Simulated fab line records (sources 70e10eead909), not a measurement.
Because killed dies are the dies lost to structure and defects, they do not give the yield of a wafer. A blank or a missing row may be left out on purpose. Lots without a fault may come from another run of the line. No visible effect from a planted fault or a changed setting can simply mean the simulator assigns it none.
Matching of chambers | flow nandHarc | NHARC_A_M0_STRIP_18 on rieDiel-13: 4 sister chambers
The step strips in N2/H2. 8 wafers are shown with their chamber, then 7 later ones without.

## EACH WAFER AND ITS CHAMBER
wafer  | chamber | rfVppV (V) | throttleValvePct (%)
L076.2 | 2       | 92.2       | 14.169
L081.4 | 1       | 89.6       | 14.171
L082.5 | 1       | 90.4       | 14.185
L085.2 | 3       | 92.1       | 14.170
L085.4 | 2       | 91.9       | 14.160
L085.5 | 0       | 89.2       | 14.155
L091.2 | 0       | 90.2       | 14.170
L091.4 | 3       | 91.0       | 14.182

## WAFERS WHOSE CHAMBER IS MISSING
wafer  | rfVppV (V) | throttleValvePct (%)
L091.5 | 90.2       | 14.176
L093.1 | 92.1       | 14.175
L093.2 | 89.6       | 14.166
L093.4 | 91.7       | 14.182
L095.1 | 90.2       | 14.182
L095.3 | 89.8       | 14.176
L095.4 | 91.3       | 14.157

## WHICH CHAMBER EACH ONE RAN IN
wafer  | from the rows above               | in truth
L091.5 | can't be placed: 1 or 0 or 3      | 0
L093.1 | can't be placed: 3 or 2           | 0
L093.2 | can't be placed: 0 or 1           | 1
L093.4 | can't be placed: 3 or 2           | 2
L095.1 | can't be placed: 1 or 0 or 3      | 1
L095.3 | can't be placed: 1 or 0           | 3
L095.4 | can't be placed: 2 or 3 or 0 or 1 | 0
Placed correctly: 0 of 7. These rows do not allow placing 7 (true chamber among the candidates in 5). Wrongly placed: 0.
How it was worked out, from the rows above alone: a wafer's distance from a chamber is the root of the sum, over the readings, of the square of ((its reading less the chamber's mean) divided by the reading's scatter). The wafer belongs to the nearest chamber; if the next one is less than 2 further off, it can't be placed. The mean given for a chamber averages the wafers shown for that chamber. The scatter: the root of (the sum of the squares of (reading less its chamber's mean) over the shown wafers, divided by (wafers less chambers)).
